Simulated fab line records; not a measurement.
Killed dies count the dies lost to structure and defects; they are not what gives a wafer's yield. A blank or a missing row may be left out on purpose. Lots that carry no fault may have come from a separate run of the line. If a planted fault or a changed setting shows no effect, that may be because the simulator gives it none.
Split-lot study | flow n5_finfet | route with 1938 steps; 7 lots, 39 wafers read

== THE SPLIT ITSELF ==
At N5_PASSIVATION_DEVELOP_09 (develop time 60 s), the setting develop_time_s was moved away from the recipe's 60 s on 15 of the 39 wafers read, by -57.2% to +50.2%. For the rest of the wafers, this setting stayed at what the recipe calls for.

== FROM SPLIT TO READING: 1 step shown by the file between the two ==
- N5_PASSIVATION_HARDBAKE_11: time 120 s

== THE READING ==
cd_nm (nm) at N5_PASSIVATION_CD_MEAS_10, where the cd target is 3000 nm. On this fab line, fault-free wafers typically give 2999.4 nm with a standard deviation of 2.1 nm.

wafer  | tool, chamber at the split | develop_time_s as run, s | against the recipe | cd_nm, nm | against lot-mates on the recipe
L075.1 | litho_track-01, 0          | 88.47                    | +47.4%             | 3010.1    | +10.9
L075.2 | litho_track-01, 0          | 88.47                    | +47.4%             | 3008.4    | +9.2
L075.3 | litho_track-01, 0          | 88.47                    | +47.4%             | 3008.8    | +9.6
L075.4 | litho_track-01, 0          | 60                       | recipe             | 2998.7    | -
L075.5 | litho_track-01, 0          | 60                       | recipe             | 2999.4    | -
L075.6 | litho_track-01, 0          | 60                       | recipe             | 2999.4    | -
L076.1 | litho_track-01, 0          | 33.54                    | -44.1%             | 2986.0    | -14.4
L076.2 | litho_track-01, 0          | 60                       | recipe             | 2998.9    | -
L076.3 | litho_track-01, 0          | 60                       | recipe             | 3000.8    | -
L076.4 | litho_track-01, 0          | 33.54                    | -44.1%             | 2983.7    | -16.7
L076.5 | litho_track-01, 0          | 60                       | recipe             | 3001.6    | -
L076.6 | litho_track-01, 0          | 33.54                    | -44.1%             | 2984.9    | -15.5
L080.1 | litho_track-04, 0          | 60                       | recipe             | 3002.8    | -
L080.2 | litho_track-04, 0          | 60                       | recipe             | 2999.9    | -
L080.3 | litho_track-04, 0          | 60                       | recipe             | 2997.6    | -
L080.4 | litho_track-04, 0          | 60                       | recipe             | 3003.3    | -
L080.5 | litho_track-04, 0          | 60                       | recipe             | 2999.7    | -
L080.6 | litho_track-04, 0          | 60                       | recipe             | 2998.7    | -
L088.1 | litho_track-01, 0          | 60                       | recipe             | 2998.6    | -
L088.2 | litho_track-01, 0          | 72.17                    | +20.3%             | 3005.6    | +5.8
L088.3 | litho_track-01, 0          | 72.17                    | +20.3%             | 3002.7    | +2.9
L088.4 | litho_track-01, 0          | 72.17                    | +20.3%             | 3003.0    | +3.2
L088.5 | litho_track-01, 0          | 60                       | recipe             | 3000.0    | -
L088.6 | litho_track-01, 0          | 60                       | recipe             | 3000.9    | -
L091.1 | litho_track-01, 0          | 60                       | recipe             | 2998.5    | -
L091.2 | litho_track-01, 0          | 60                       | recipe             | 2997.3    | -
L091.3 | litho_track-01, 0          | 60                       | recipe             | 2999.2    | -
L091.4 | litho_track-01, 0          | 90.12                    | +50.2%             | 3008.0    | +9.7
L091.5 | litho_track-01, 0          | 90.12                    | +50.2%             | 3007.3    | +9.0
L091.6 | litho_track-01, 0          | 90.12                    | +50.2%             | 3008.7    | +10.4
L090.1 | litho_track-04, 0          | 60                       | recipe             | 3000.1    | -
L090.2 | litho_track-04, 0          | 60                       | recipe             | 3002.8    | -
L090.3 | litho_track-04, 0          | 60                       | recipe             | 3000.8    | -
L090.4 | litho_track-04, 0          | 25.68                    | -57.2%             | 2981.1    | -20.1
L090.5 | litho_track-04, 0          | 25.68                    | -57.2%             | 2985.0    | -16.2
L090.6 | litho_track-04, 0          | 25.68                    | -57.2%             | 2983.3    | -17.9
L094.1 | litho_track-05, 0          | 60                       | recipe             | 2998.2    | -
L094.3 | litho_track-05, 0          | 60                       | recipe             | 2997.4    | -
L094.6 | litho_track-05, 0          | 60                       | recipe             | 3001.0    | -

THE FIT
A straight line over all 39 wafers: cd_nm changes by +0.246 nm for each +1% of develop_time_s; r = +0.96; the points scatter about the line by 2.2 nm.
The same after taking each lot's own level away (the mean of its wafers on the recipe; 39 wafers): +0.267 nm for each +1%; r = +0.97; scatter 2 nm.
On that fit, the largest move of develop_time_s shifts the reading by 15 nm.
The span of the lots' own levels, 2998.33 to 3001.23 nm, comes to 1.4 times the standard deviation stated above.
Consequently the slope shifts little with the lot-to-lot level, the two slopes agreeing.
Check: -15.8 nm against its lot-mates is what the line predicts for one of the wafers moved furthest among these (-57.2%) when that wafer is left out of the fit. It came out at -20.1 nm against them.

== OTHER SPLITS ON THESE WAFERS ==
Before the reading, these wafers also passed through other splits. Each is held against what the fit with the lots' levels taken away leaves over:
other split on the same wafers | wafers away from the commonest value | r with cd_nm (lot level and that fit taken away)
N5_BEOL_M13_DESCUM_33 time_s   | 18                                   | +0.00

== THE WHOLE CHAIN: every reading that the file lists as answering this split, in the file's order ==
step                      | what it does             | reading                                                         | change (the file's fit)               | r (the file's)
N5_PASSIVATION_CD_MEAS_10 | target cd 3000 nm        | cd_nm                                                           | +0.265 nm for each +1% of the setting | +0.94
N5_PASSIVATION_DESCUM_12  | chemistry O2, time 7.9 s | TV_LITHO.cd_nm (the simulator's own value, which no gauge read) | +0.267 nm for each +1% of the setting | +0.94

== THE FILE'S OWN FIT ==
cd_nm changes by +0.265 nm for each +1% of develop_time_s, r = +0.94.
